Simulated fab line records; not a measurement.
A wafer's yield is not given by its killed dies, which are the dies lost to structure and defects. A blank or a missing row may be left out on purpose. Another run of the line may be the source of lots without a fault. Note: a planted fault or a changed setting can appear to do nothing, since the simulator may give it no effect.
Chamber matching | flow nand harc | cmp-02 running NHARC_A_STAIRCASE_CMP_152: 4 sister chambers
The step polishes. 8 wafers are shown with their chamber, then 10 later ones without.

== WAFERS, EACH WITH ITS CHAMBER ==
wafer  | chamber | motor current A (A)
L082.1 | 2       | 11.8
L082.2 | 0       | 10.2
L082.3 | 3       | 12.3
L087.1 | 2       | 12.0
L087.2 | 1       | 13.3
L087.4 | 0       | 10.3
L095.3 | 3       | 12.3
L095.5 | 1       | 12.6

== WAFERS MISSING THEIR CHAMBER ==
wafer  | motor current A (A)
L095.6 | 9.3
L093.1 | 13.0
L093.2 | 10.5
L093.4 | 12.0
L093.3 | 12.1
L093.5 | 12.8
L093.6 | 11.9
L097.1 | 13.2
L097.2 | 13.9
L097.4 | 11.6

== THE CHAMBER EACH PASSED THROUGH ==
wafer  | from the rows above     | in truth
L095.6 | 0                       | 0
L093.1 | 1                       | 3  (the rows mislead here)
L093.2 | 0                       | 0
L093.4 | can't be placed: 2 or 3 | 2
L093.3 | can't be placed: 2 or 3 | 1
L093.5 | can't be placed: 1 or 3 | 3
L093.6 | can't be placed: 2 or 3 | 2
L097.1 | 1                       | 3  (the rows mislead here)
L097.2 | 1                       | 1
L097.4 | can't be placed: 2 or 3 | 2
Correct placement for 3 of the 10. These rows do not allow placing 5 (true chamber among the candidates in 4). 2 placed wrongly.
How it was worked out, from the rows above alone: a wafer's distance from a chamber is the root of the sum, over the readings, of the square of ((its reading less the chamber's mean) divided by the reading's scatter). If the next closest chamber is less than 2 further off than the closest, the wafer can't be placed; otherwise it belongs to the closest. The mean given for a chamber averages the wafers shown for that chamber. The scatter is the square root of a quotient: the sum, over the shown wafers, of each reading's squared deviation from its chamber's mean, divided by wafers minus chambers.
